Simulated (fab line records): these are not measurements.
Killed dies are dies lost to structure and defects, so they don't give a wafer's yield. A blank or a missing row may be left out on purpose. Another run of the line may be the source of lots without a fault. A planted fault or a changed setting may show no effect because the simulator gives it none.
Chamber matching | flow n5_finfet | 4 sister chambers for N5_MOL_CONTACT_COAG_ALD_123 on ald_sin-03
The step deposits SiNx, target thk 5 nm, pulse time 1 s, purge time 2 s. 8 wafers are shown with their chamber, then 7 later ones without.

== WAFERS, EACH WITH ITS CHAMBER ==
wafer  | chamber | heater_power_w (W) | precursor_pulse_height_rel
L760.3 | 0       | 792                | 0.965
L763.2 | 3       | 860                | 0.986
L763.5 | 1       | 789                | 1.010
L765.3 | 0       | 787                | 0.991
L765.5 | 3       | 857                | 1.026
L765.6 | 2       | 788                | 0.997
L775.1 | 1       | 811                | 0.983
L775.5 | 2       | 799                | 1.011

== WAFERS WITHOUT THEIR CHAMBER ==
wafer  | heater_power_w (W) | precursor_pulse_height_rel
L773.2 | 800                | 1.004
L773.4 | 869                | 0.966
L774.4 | 879                | 1.007
L774.5 | 797                | 1.033
L774.6 | 789                | 1.033
L778.1 | 848                | 1.021
L778.3 | 793                | 1.028

== WHICH CHAMBER EACH ONE RAN IN ==
wafer  | from the rows above          | in truth
L773.2 | can't be placed: 1 or 2 or 0 | 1
L773.4 | 3                            | 3
L774.4 | 3                            | 3
L774.5 | can't be placed: 2 or 1 or 0 | 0
L774.6 | can't be placed: 2 or 1 or 0 | 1
L778.1 | 3                            | 3
L778.3 | can't be placed: 2 or 1 or 0 | 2
3 of 7 placed correctly. Unplaceable from these rows: 4, with the true chamber sitting among the candidates in 4. 0 placed wrongly.
How it was worked out, from the rows above alone: a wafer's distance from a chamber is the root of the sum, over the readings, of the square of ((its reading less the chamber's mean) divided by the reading's scatter). The wafer belongs to the nearest chamber; if the next one is less than 2 further off, it can't be placed. For every chamber, the mean is computed from those of its wafers that are shown. The scatter: the root of (the sum of the squares of (reading less its chamber's mean) over the shown wafers, divided by (wafers less chambers)).
